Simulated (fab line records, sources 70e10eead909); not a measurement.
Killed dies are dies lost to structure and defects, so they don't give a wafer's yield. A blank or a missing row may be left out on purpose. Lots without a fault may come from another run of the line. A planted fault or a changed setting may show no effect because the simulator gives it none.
Chamber matching | flow nand_harc | NHARC_THIN_TSV_ETCH_15 on rie_si-01: 4 sister chambers
The step target depth 3000 nm, bosch target overetch cycles 2, bosch etch step 2.8 s. 4 wafers are shown with their chamber, then 8 later ones without.

WAFERS WITH THEIR CHAMBER
wafer  | chamber | drypump_motor_current_A (A)
L084.5 | 2       | 5.6
L085.3 | 1       | 6.4
L085.5 | 3       | 5.1
L091.1 | 0       | 5.9

WAFERS WITHOUT THEIR CHAMBER
wafer  | drypump_motor_current_A (A)
L091.3 | 5.0
L091.6 | 5.6
L097.1 | 5.9
L097.2 | 5.6
L097.3 | 5.1
L097.4 | 6.3
L097.5 | 5.6
L097.6 | 5.1

WHICH CHAMBER EACH WENT THROUGH
wafer  | from the rows above | in truth
L091.3 | 3                   | 3
L091.6 | 2                   | 2
L097.1 | 0                   | 0
L097.2 | 2                   | 2
L097.3 | 3                   | 3
L097.4 | 1                   | 1
L097.5 | 2                   | 2
L097.6 | 3                   | 3
Placed correctly: 8 of 8. Can't be placed from these rows: 0. Placed wrongly: 0.
How it was worked out, from the rows above alone: a wafer's distance from a chamber is the root of the sum, over the readings, of the square of ((its reading less the chamber's mean) divided by the reading's scatter). The wafer belongs to the nearest chamber; if the next one is less than 2 further off, it can't be placed. A chamber's mean is the mean of its shown wafers. The scatter: with one shown wafer a chamber, the root of the mean of the squares of how far each hidden wafer lies from its nearest shown one.
